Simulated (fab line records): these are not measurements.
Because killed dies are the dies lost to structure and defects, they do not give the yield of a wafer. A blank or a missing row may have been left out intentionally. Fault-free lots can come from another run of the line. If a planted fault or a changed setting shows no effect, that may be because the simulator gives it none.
Chamber matching + flow n5 finfet + 4 sister chambers for N5_BEOL_M14_CMP_49 on cmp-01
The step polishes, stops on SiO2, t overpolish 5.2 s, target thk 560 nm. 8 wafers are shown with their chamber, then 10 later ones without.

## WAFERS PAIRED WITH THEIR CHAMBERS
| wafer  | chamber | motor current A (A) | time to endpoint s (s) |
|--------|---------|---------------------|------------------------|
| L074.2 | 2       | 10.1                | 114                    |
| L076.1 | 0       | 7.4                 | 125                    |
| L081.4 | 2       | 9.7                 | 120                    |
| L088.1 | 3       | 6.2                 | 118                    |
| L088.2 | 1       | 8.3                 | 124                    |
| L088.6 | 3       | 6.6                 | 122                    |
| L086.1 | 0       | 7.6                 | 122                    |
| L086.3 | 1       | 8.1                 | 117                    |

## WAFERS MISSING THEIR CHAMBER
| wafer  | motor current A (A) | time to endpoint s (s) |
|--------|---------------------|------------------------|
| L086.4 | 6.3                 | 116                    |
| L089.1 | 10.5                | 118                    |
| L089.3 | 7.6                 | 126                    |
| L089.5 | 6.4                 | 121                    |
| L090.3 | 6.3                 | 121                    |
| L090.4 | 8.1                 | 124                    |
| L090.6 | 6.2                 | 120                    |
| L097.2 | 7.7                 | 122                    |
| L097.3 | 6.5                 | 117                    |
| L097.6 | 8.0                 | 123                    |

## CHAMBER TAKEN BY EACH
| wafer  | from the rows above     | in truth |
|--------|-------------------------|----------|
| L086.4 | 3                       | 3        |
| L089.1 | 2                       | 2        |
| L089.3 | 0                       | 0        |
| L089.5 | 3                       | 3        |
| L090.3 | 3                       | 3        |
| L090.4 | can't be placed: 1 or 0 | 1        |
| L090.6 | 3                       | 3        |
| L097.2 | can't be placed: 0 or 1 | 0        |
| L097.3 | 3                       | 3        |
| L097.6 | can't be placed: 1 or 0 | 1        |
Placed correctly: 7 of 10. From these rows, 3 cannot be placed; in 3 the true chamber is one of the candidates. Wrongly placed: 0.
How it was worked out, from the rows above alone: a wafer's distance from a chamber is the root of the sum, over the readings, of the square of ((its reading less the chamber's mean) divided by the reading's scatter). If the next closest chamber is less than 2 further off than the closest, the wafer can't be placed; otherwise it belongs to the closest. A chamber's mean is the mean of its shown wafers. How the scatter is found: for the shown wafers, subtract from each reading the mean of its chamber, square and add these, divide the total by (wafers less chambers), then take the root.
